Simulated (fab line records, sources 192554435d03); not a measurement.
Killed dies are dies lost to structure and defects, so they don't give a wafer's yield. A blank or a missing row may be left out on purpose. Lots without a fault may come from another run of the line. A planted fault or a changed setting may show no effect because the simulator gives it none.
fab line records | flow n5_finfet
record lots=6 wafers=18 last_day=19
route steps=1938 shown BEOL_M4@1051
lots that met no fault: from a run of the same line without faults
start_h: hours from the record's first day to the start of the lot's first wafer shown | wait_h: hours since the lot's step before | " the same as in the row above | L1.1+2: a row that stands for several wafers | - no value, or no start given | * or withheld: withheld | < > ~ a bound
route shown NAME@n: a module of which the file shows steps, and the number in the route of the first | usual: mean/standard deviation of fault-free wafers | same: alike in all rows | chamber/n: place in a boat | sites: the reading at each site | _std_site: their standard deviation | _edge_site: outer sites' mean less inner sites' | radius_mm: how far each site lies from the wafer's centre | mask NAME#n: copy n | behind: the tool/chamber that last shaped the wafer | hold: why the lot was held/for how many hours/how that ended | device: the transistor (n, p or np) that didn't switch | end of line: the same wafers' tests at the end of the route | a step without rows: its recipe alone | killed: dies lost to structure and defects at the first sort, not the wafer's yield | map: a wafer's dies, x killed, . not, _ none there
set.NAME: the setting as run; set.NAME@STEP: as run at that earlier step | model.NAME: the simulator's own value behind a step, which no gauge read
lots at some steps of the route; a table a step, a row a wafer
services: from which hour (start_h, from the record's first day; less than 0 if before it) a tool's chamber was out of use, for how many hours, and why
## steps
# step N5_BEOL_M4_EBR_24
# recipe solvent=PGMEA ebr_width_mm=1.5
# step N5_BEOL_M4_SOFTBAKE_23
# recipe temp_c=110 time_s=60 resist=CAR-EUV
# step N5_BEOL_M4_EXPOSE_25
# recipe mask_id=V3 na=0.33 source_shape=quasar sigma_inner=0.2 sigma_outer=0.8 polarization=unpolarized defocus_nm=5 dose_mj=63
# step N5_BEOL_M4_PEB_26
# recipe peb_temp_c=100 peb_time_s=60 resist=CAR-EUV
# step N5_BEOL_M4_DEVELOP_27
# recipe develop_time_s=30 developer=TMAH resist=CAR-EUV rinse_liquid=surfactant_rinse dry=air_spin dev_temp_c=23
# step N5_BEOL_M4_CD_MEAS_28
# recipe target_cd_nm=26.2 landing_energy_ev=500 detector=se_inlens target_cd_y_nm=24.1 polarity=opening
# usual cd_nm=26.22/0.22
# columns lot.wafer tool chamber start_h wait_h cd_nm
L547.2 cd_sem-01 0 165.68 - 25.82
L547.3 " 0 " " 26.24
L547.5 " 0 " " 26.19
L545.1 cd_sem-03 0 169.31 - 26.06
L545.3 " 0 " " 26.02
L545.5 " 0 " " 26.63
L550.2 cd_sem-02 0 212.05 - 26.24
L550.4 " 0 " " 26.21
L550.6 " 0 " " 26.03
L552.2 cd_sem-01 0 217.27 - 26.37
L552.3 " 0 " " 26.01
L552.6 " 0 " " 26.22
L551.3 cd_sem-02 0 217.91 - 26.31
L551.4 " 0 " " 26.44
L551.5 " 0 " " 26.31
L567.1 cd_sem-02 0 335.76 - 26.19
L567.2 " 0 " " 25.82
L567.6 " 0 " " 26.15
# step N5_BEOL_M4_OVL_MEAS_29
# recipe points_per_wafer=522
# usual V3_OVL=0.4/0.69
# columns lot.wafer tool chamber start_h wait_h V3_OVL[nm]
L547.2 overlay-01 0 165.72 0.0 -0.5
L547.3 " 0 " " -0.2
L547.5 " 0 " " -0.5
L545.1 overlay-01 0 169.34 0.0 0.6
L545.3 " 0 " " 1.9
L545.5 " 0 " " 1.4
L550.2 overlay-02 0 212.08 0.0 -0.1
L550.4 " 0 " " 0.3
L550.6 " 0 " " 0.0
L552.2 overlay-01 0 217.30 0.0 -0.5
L552.3 " 0 " " 0.0
L552.6 " 0 " " 0.0
L551.3 overlay-01 0 217.95 0.0 1.2
L551.4 " 0 " " 0.7
L551.5 " 0 " " 1.0
L567.1 overlay-01 0 335.79 0.0 -1.2
L567.2 " 0 " " -0.2
L567.6 " 0 " " 0.9
# step N5_BEOL_M4_INSPECT_30
# recipe mode=adi inspect_instrument=brightfield
# usual raw_defect_count=424/94
# columns lot.wafer tool chamber start_h wait_h raw_defect_count
L547.2 defect_inspect-01 - 165.77 0.0 368
L547.3 " - " " 551
L547.5 " - " " 524
L545.1 defect_inspect-01 - 169.39 0.1 551
L545.3 " - " " 469
L545.5 " - " " 376
L550.2 defect_inspect-02 - 212.14 0.0 531
L550.4 " - " " 618
L550.6 " - " " 480
L552.2 defect_inspect-02 - 217.35 0.0 419
L552.3 " - " " 347
L552.6 " - " " 484
L551.3 defect_inspect-02 - 218.00 0.0 491
L551.4 " - " " 394
L551.5 " - " " 413
L567.1 defect_inspect-01 - 335.85 0.1 322
L567.2 " - " " 385
L567.6 " - " " 483
# step N5_BEOL_M4_DESCUM_33
# recipe chemistry=O2 time_s=7 source_power_w=50 bias_power_w=20 pressure_mtorr=20 rf_frequency_hz=2.712e+07 temp_c=40 resist=CAR-EUV o2_flow_sccm=225
# usual drypump_motor_current_A=5.5/0.33 oes_product_au=0.76/0.078 rf_vpp_V=243.0/1.3 showerhead_plenum_p_Torr=2.08/0.067 throttle_valve_pct=20.60/0.27
# columns lot.wafer tool chamber start_h wait_h drypump_motor_current_A oes_product_au rf_hours_counter_h rf_vpp_V showerhead_plenum_p_Torr throttle_valve_pct
L547.2 rie_diel-01 3 165.80 0.0 5.7 0.74 183 242.1 2.07 20.58
L547.3 " 2 " " 5.7 0.80 95 244.4 2.12 20.60
L547.5 " 2 " " 5.7 0.80 - 242.2 2.12 20.60
L545.1 rie_diel-06 0 169.43 0.0 5.2 0.71 199 243.1 2.18 20.94
L545.3 " 2 " " 5.1 0.71 196 243.2 2.15 20.39
L545.5 " 0 " " 5.2 0.72 - 243.8 2.18 20.93
L550.2 rie_diel-06 0 212.17 0.0 5.2 0.71 218 242.9 2.17 20.97
L550.4 " 3 " " 5.9 0.75 - 241.3 1.99 20.50
L550.6 " 1 " " 5.2 0.99 - 243.3 2.04 20.16
L552.2 rie_diel-01 1 217.84 0.5 5.8 0.89 40 244.3 2.12 20.27
L552.3 " 2 " " 5.7 0.79 111 244.7 2.11 20.62
L552.6 " 2 " " 5.7 0.79 - 244.5 2.11 20.62
L551.3 rie_diel-01 1 218.20 0.2 5.7 0.89 40 244.7 2.12 20.29
L551.4 " 3 " " 5.7 0.73 199 243.7 2.06 20.62
L551.5 " 1 " " 5.7 0.88 - 244.1 2.12 20.28
L567.1 rie_diel-01 2 335.88 0.0 5.7 0.75 152 243.2 2.10 20.68
L567.2 " 3 " " 5.7 0.70 240 243.0 2.05 20.65
L567.6 " 3 " " 5.7 0.71 - 241.3 2.05 20.66
# step N5_BEOL_M4_ETCH_77
# recipe chemistry=N2/H2 target=underlayer target_depth_a=65 mask_material=CAR-EUV time_s=5.2 ion_energy_ev=200 pressure_mtorr=30 source_w=840 bias_w=150 n2_flow_sccm=200 h2_flow_sccm=200 ends=cleared
# usual drypump_motor_current_A=5.5/0.33 etch_rf_on_time_s=5.21/0.11 n2_flow_sccm=200.0/0.64 oes_product_au=0.65/0.069 rf_vpp_V=523.5/2.6 showerhead_plenum_p_Torr=2.53/0.078 throttle_valve_pct=18.02/0.25
# columns lot.wafer tool chamber start_h wait_h drypump_motor_current_A etch_rf_on_time_s n2_flow_sccm oes_product_au rf_hours_counter_h rf_vpp_V showerhead_plenum_p_Torr throttle_valve_pct
L547.2 rie_diel-01 3 165.84 0.0 5.7 4.96 198.7 0.64 183 523.1 2.52 18.01
L547.3 " 2 " " 5.7 5.21 200.2 0.67 95 522.0 2.57 18.05
L547.5 " 2 " " 5.7 5.14 198.5 0.68 - 523.8 2.57 18.05
L545.1 rie_diel-06 0 169.46 0.0 5.2 5.36 199.5 0.60 199 527.1 2.62 18.07
L545.3 " 2 " " 5.1 5.29 200.1 0.60 196 527.5 2.62 17.92
L545.5 " 0 " " 5.2 5.39 199.2 0.60 - 524.1 2.62 18.10
L550.2 rie_diel-06 0 212.20 0.0 5.2 5.36 200.6 0.59 218 526.5 2.61 18.12
L550.4 " 3 " " 5.9 5.20 199.2 0.63 - 521.4 2.44 18.15
L550.6 " 1 " " 5.2 5.02 199.1 0.85 - 521.4 2.49 17.66
L552.2 rie_diel-01 1 217.87 0.0 5.8 5.16 198.7 0.76 40 526.5 2.57 17.62
L552.3 " 2 " " 5.6 5.23 199.0 0.68 111 526.1 2.56 18.08
L552.6 " 2 " " 5.6 5.19 199.4 0.67 - 525.3 2.56 18.09
L551.3 rie_diel-01 1 218.23 0.0 5.8 5.22 201.2 0.74 40 523.9 2.57 17.59
L551.4 " 3 " " 5.7 5.01 200.2 0.63 199 524.8 2.52 18.02
L551.5 " 1 " " 5.7 5.19 201.0 0.76 - 525.4 2.57 17.63
L567.1 rie_diel-01 2 335.92 0.0 5.7 5.23 199.5 0.64 152 523.6 2.54 18.16
L567.2 " 3 " " 5.7 4.94 200.4 0.61 240 522.8 2.50 18.11
L567.6 " 3 " " 5.7 4.93 200.2 0.61 - 520.3 2.50 18.12
# step N5_BEOL_M4_ETCH_69
# recipe chemistry=CF4 target=SiARC target_depth_a=156 mask_material=CAR-EUV time_s=26 ion_energy_ev=80 pressure_mtorr=40 source_w=545 bias_w=36 Ar_flow_sccm=100 cf4_flow_sccm=100 ends=cleared
# usual drypump_motor_current_A=5.5/0.32 etch_rf_on_time_s=26.0/0.43 oes_product_au=0.65/0.068 rf_vpp_V=183.9/1.2 showerhead_plenum_p_Torr=2.13/0.058 throttle_valve_pct=15.80/0.22
# columns lot.wafer tool chamber start_h wait_h drypump_motor_current_A etch_rf_on_time_s oes_product_au rf_hours_counter_h rf_vpp_V showerhead_plenum_p_Torr throttle_valve_pct
L547.2 rie_diel-01 3 165.85 0.0 5.7 25.0 0.64 183 183.3 2.13 15.85
L547.3 " 2 " " 5.7 25.5 0.69 95 184.2 2.16 15.71
L547.5 " 2 " " 5.7 25.7 0.69 - 183.4 2.16 15.71
L545.1 rie_diel-06 0 169.48 0.0 5.2 26.5 0.61 199 185.8 2.21 15.99
L545.3 " 2 " " 5.1 26.2 0.60 196 184.0 2.21 15.76
L545.5 " 0 " " 5.2 26.8 0.61 - 185.6 2.21 16.00
L550.2 rie_diel-06 0 212.22 0.0 5.2 26.5 0.60 218 184.9 2.21 16.04
L550.4 " 3 " " 5.9 26.0 0.63 - 182.3 2.06 15.80
L550.6 " 1 " " 5.2 25.5 0.85 - 184.0 2.12 15.42
L552.2 rie_diel-01 1 217.89 0.0 5.7 25.9 0.75 40 185.0 2.18 15.53
L552.3 " 2 " " 5.7 25.7 0.67 111 183.1 2.15 15.74
L552.6 " 2 " " 5.7 25.9 0.67 - 183.7 2.15 15.75
L551.3 rie_diel-01 1 218.25 0.0 5.7 26.0 0.75 40 183.3 2.18 15.54
L551.4 " 3 " " 5.7 25.1 0.63 199 184.6 2.12 15.87
L551.5 " 1 " " 5.7 26.0 0.75 - 184.1 2.18 15.55
L567.1 rie_diel-01 2 335.93 0.0 5.7 26.1 0.64 152 183.6 2.14 15.82
L567.2 " 3 " " 5.7 24.9 0.61 240 183.0 2.11 15.95
L567.6 " 3 " " 5.7 25.0 0.60 - 182.9 2.11 15.96
# step N5_BEOL_M4_ALD_98
# recipe material=SiO2 target_thk_a=25 temp_c=100 ald_precursor_family=BDEAS ald_co_reactant=O2-plasma pulse_time_s=1 co_reactant_pulse_time_s=1 purge_time_s=2 co_reactant_purge_time_s=2 ald_cycles=17 pressure_torr=2
# usual heater_power_w=81/7.2 precursor_pulse_height_rel=0.997/0.02
# columns lot.wafer tool chamber start_h wait_h heater_power_w precursor_pulse_height_rel
L547.2 ald_sin-04 0 165.94 0.1 81 1.016
L547.3 " 3 " " 79 0.970
L547.5 " 2 " " 87 0.991
L545.1 ald_sin-01 0 169.56 0.1 83 0.995
L545.3 " 2 " " 88 0.979
L545.5 " 0 " " 84 0.987
L550.2 ald_sin-04 0 212.30 0.1 79 0.952
L550.4 " 3 " " 79 0.974
L550.6 " 0 " " 81 0.989
L552.2 ald_sin-01 0 217.97 0.1 84 0.995
L552.3 " 3 " " 65 1.013
L552.6 " 0 " " 83 0.994
L551.3 ald_sin-04 2 218.33 0.1 89 1.005
L551.4 " 3 " " 78 1.024
L551.5 " 3 " " 78 1.015
L567.1 ald_sin-03 0 336.37 0.4 80 1.005
L567.2 " 2 " " 86 0.979
L567.6 " 3 " " 68 0.999
# step N5_BEOL_M4_ETCHBACK_99
# recipe chemistry=CHF3 target=SiO2 target_depth_a=50 time_s=10.4 source_w=215 bias_w=47 Ar_flow_sccm=200 CHF3_flow_sccm=12 ion_energy_ev=100 pressure_mtorr=30
# usual drypump_motor_current_A=5.5/0.37 oes_product_au=0.75/0.069 rf_vpp_V=241/5.3 showerhead_plenum_p_Torr=2.14/0.068 throttle_valve_pct=17.29/0.21
# columns lot.wafer tool chamber start_h wait_h drypump_motor_current_A oes_product_au rf_hours_counter_h rf_vpp_V showerhead_plenum_p_Torr throttle_valve_pct model.CAR-EUV_of_BEOL_M4_COAT_22.thk_nm
L547.2 rie_diel-06 3 172.77 6.8 5.9 0.75 164 232 2.07 17.21 10.4
L547.3 " 2 " " 5.1 0.70 198 241 2.25 17.32 10.2
L547.5 " 1 " " 5.2 0.99 - 247 2.14 17.00 10.4
L545.1 rie_diel-02 1 176.41 6.8 5.2 0.75 143 237 2.15 17.06 10.2
L545.3 " 3 " " 5.1 0.74 181 249 2.23 17.49 10.4
L545.5 " 3 " " 5.1 0.74 - 247 2.23 17.51 10.4
L550.2 rie_diel-02 2 215.82 3.5 5.3 0.98 211 247 2.05 17.59 9.8
L550.4 " 1 " " 5.2 1.03 156 237 2.15 17.11 9.8
L550.6 " 3 " " 5.1 1.02 - 247 2.23 17.53 10
L552.2 rie_diel-06 0 219.78 1.8 5.3 0.70 222 236 2.21 17.45 10.4
L552.3 " 3 " " 5.9 0.74 185 233 2.07 17.25 10.4
L552.6 " 3 " " 5.9 0.74 - 232 2.07 17.27 10.4
L551.3 rie_diel-02 3 222.64 4.3 5.1 0.73 197 249 2.23 17.54 10.2
L551.4 " 0 " " 6.2 1.03 171 236 2.07 17.08 9.8
L551.5 " 2 " " 5.3 0.71 - 246 2.04 17.59 10.2
L567.1 rie_diel-01 2 343.35 6.9 5.7 0.74 154 236 2.15 17.25 10.4
L567.2 " 0 " " 5.7 0.76 129 244 2.17 17.26 10.4
L567.6 " 0 " " 5.7 0.77 - 244 2.17 17.28 10.4
# step N5_BEOL_M4_ETCH_70
# recipe chemistry=N2/H2 target=SOC target_depth_a=800 overetch_a=240 mask_material=SiARC temp_c=40 time_s=130 ion_energy_ev=200 pressure_mtorr=30 source_w=840 bias_w=150 n2_flow_sccm=200 h2_flow_sccm=200
# usual drypump_motor_current_A=5.5/0.37 n2_flow_sccm=200.1/0.56 oes_product_au=0.55/0.048 rf_vpp_V=523.3/2.5 showerhead_plenum_p_Torr=2.52/0.086 throttle_valve_pct=18.01/0.26
# columns lot.wafer tool chamber start_h wait_h drypump_motor_current_A n2_flow_sccm oes_product_au rf_hours_counter_h rf_vpp_V showerhead_plenum_p_Torr throttle_valve_pct
L547.2 rie_diel-06 3 172.80 0.0 5.9 200.3 0.56 164 519.5 2.45 18.06
L547.3 " 2 " " 5.1 198.9 0.52 198 527.6 2.62 17.87
L547.5 " 1 " " 5.2 200.1 0.72 - 522.0 2.49 17.60
L545.1 rie_diel-02 1 176.45 0.0 5.2 200.0 0.56 143 524.6 2.55 17.81
L545.3 " 3 " " 5.1 200.4 0.55 181 527.0 2.65 18.38
L545.5 " 3 " " 5.1 200.6 0.55 - 526.8 2.65 18.38
L550.2 rie_diel-02 2 215.85 0.0 5.3 200.3 0.52 211 519.7 2.40 18.28
L550.4 " 1 " " 5.2 199.6 0.55 156 523.1 2.55 17.85
L550.6 " 3 " " 5.1 200.1 0.53 - 526.6 2.65 18.40
L552.2 rie_diel-06 0 219.82 0.0 5.2 200.3 0.52 222 525.9 2.61 18.09
L552.3 " 3 " " 5.9 200.0 0.55 185 520.5 2.44 18.09
L552.6 " 3 " " 5.9 200.0 0.54 - 520.0 2.44 18.09
L551.3 rie_diel-02 3 222.67 0.0 5.1 200.4 0.54 197 526.3 2.64 18.40
L551.4 " 0 " " 6.2 199.6 0.55 171 521.4 2.43 17.75
L551.5 " 2 " " 5.3 200.2 0.51 - 520.6 2.40 18.27
L567.1 rie_diel-01 2 343.38 0.0 5.6 199.5 0.56 154 523.9 2.54 18.13
L567.2 " 0 " " 5.7 201.2 0.57 129 524.2 2.55 17.98
L567.6 " 0 " " 5.7 200.0 0.57 - 523.7 2.55 17.99
# step N5_BEOL_M4_RC_MEAS_101
# usual DIBL_N=36.5/1.9 DIBL_P=36.7/2.1 IOFF_N=0.17/0.035 IOFF_P=0.22/0.042 ION_N=676/10 ION_P=462/8.1 SS_N=71.5/0.72 SS_P=73.4/0.7 VT_N=249/3.1 VT_P=-250/3.9
# columns lot.wafer tool chamber start_h wait_h DIBL_N[mV/V] DIBL_P[mV/V] IOFF_N[nA/um] IOFF_P[nA/um] ION_N[uA/um] ION_P[uA/um] SS_N[mV/dec] SS_P[mV/dec] VT_N[mV] VT_P[mV]
L547.2 prober-01 0 178.45 0.2 40.4 40.2 0.23 0.29 677 469 72.8 74.1 245 -248
L547.3 " 0 " " 33.4 31.6 0.10 0.15 653 451 70.1 72.6 254 -253
L547.5 " 0 " " 34.9 33.5 0.11 0.17 652 456 70.4 72.4 257 -252
L545.1 prober-02 0 180.82 0.0 34.3 33.2 0.13 0.19 676 465 71.0 72.3 250 -251
L545.3 " 0 " " 38.0 38.7 0.21 0.29 690 471 72.5 73.7 247 -246
L545.5 " 0 " " 38.3 39.5 0.21 0.30 694 480 72.7 74.3 246 -247
L550.2 prober-01 0 221.12 0.2 36.9 35.2 0.16 0.21 685 460 70.9 74.0 246 -248
L550.4 " 0 " " 38.1 37.1 0.18 0.25 679 472 71.5 73.7 247 -246
L550.6 " 0 " " 38.1 37.6 0.18 0.24 678 465 71.7 74.4 249 -248
L552.2 prober-01 0 224.17 0.2 37.0 39.2 0.19 0.21 679 452 71.4 73.8 247 -253
L552.3 " 0 " " 34.1 35.6 0.13 0.17 664 449 70.4 73.6 251 -254
L552.6 " 0 " " 36.2 38.0 0.17 0.21 684 470 71.1 73.8 251 -254
L551.3 prober-02 0 227.89 0.3 37.9 38.5 0.19 0.25 685 469 71.5 73.9 246 -247
L551.4 " 0 " " 36.9 36.5 0.17 0.22 672 468 70.6 72.7 248 -249
L551.5 " 0 " " 37.0 37.9 0.18 0.25 694 476 71.0 73.8 249 -247
L567.1 prober-01 0 348.12 0.0 37.1 37.8 0.19 0.25 689 474 72.3 73.7 249 -247
L567.2 " 0 " " 33.4 33.7 0.13 0.19 662 459 70.9 72.1 252 -249
L567.6 " 0 " " 33.1 33.0 0.13 0.18 661 454 71.0 72.3 251 -253
## services
# columns tool chamber start_h hours kind
rie_diel-06 1 144.17 - clean
rie_diel-06 1 144.17 - consumable_replace:focus_ring
rie_diel-06 1 144.17 14.5 scheduled_down
rie_diel-06 1 144.17 14.5 vent_cycle
rie_diel-02 2 173.19 5.9 repair
rie_diel-06 1 176.21 35.1 repair
ald_sin-03 - 176.81 14.0 pm
rie_diel-02 - 182.74 0.5 repair
rie_diel-02 2 192.53 6.0 repair
rie_diel-06 2 229.79 1.7 repair
ald_sin-04 - 244.21 2.8 pm
ald_sin-03 0 251.36 5.1 repair
ald_sin-04 - 257.08 1.5 repair
ald_sin-01 - 268.32 14.0 pm
ald_sin-03 - 275.65 6.1 pm
rie_diel-02 2 312.22 9.2 repair
rie_diel-06 0 324.90 17.4 repair
rie_diel-06 3 332.84 3.2 repair
rie_diel-02 2 339.33 - clean
ald_sin-01 0 340.72 2.2 repair
rie_diel-06 0 342.34 - clean
rie_diel-06 0 342.34 - consumable_replace:focus_ring
rie_diel-06 0 342.34 26.0 scheduled_down
rie_diel-06 0 342.34 26.0 vent_cycle
## key
first_sign step=N5_BEOL_M4_ETCHBACK_99 reading=oes_product_au direction=up sigmas=3.8 usual=0.75 struck=1.01
effect none on later readings
model_effect step=N5_BEOL_M4_ETCHBACK_99 value=CAR-EUV_of_BEOL_M4_COAT_22.thk_nm without=10.25 struck=9.85
met_at N5_BEOL_M4_ETCHBACK_99
struck_wafers L550.2,L550.4,L550.6,L551.4
onset_between 176.41 215.82
fault kind=process_parameter_drift tool=rie_diel-02 chamber=- onset_h=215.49 steps=N5_BEOL_M4_ETCHBACK_99 channel=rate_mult offset=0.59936 shape=step end_h=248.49 scope=struck_wafers_only
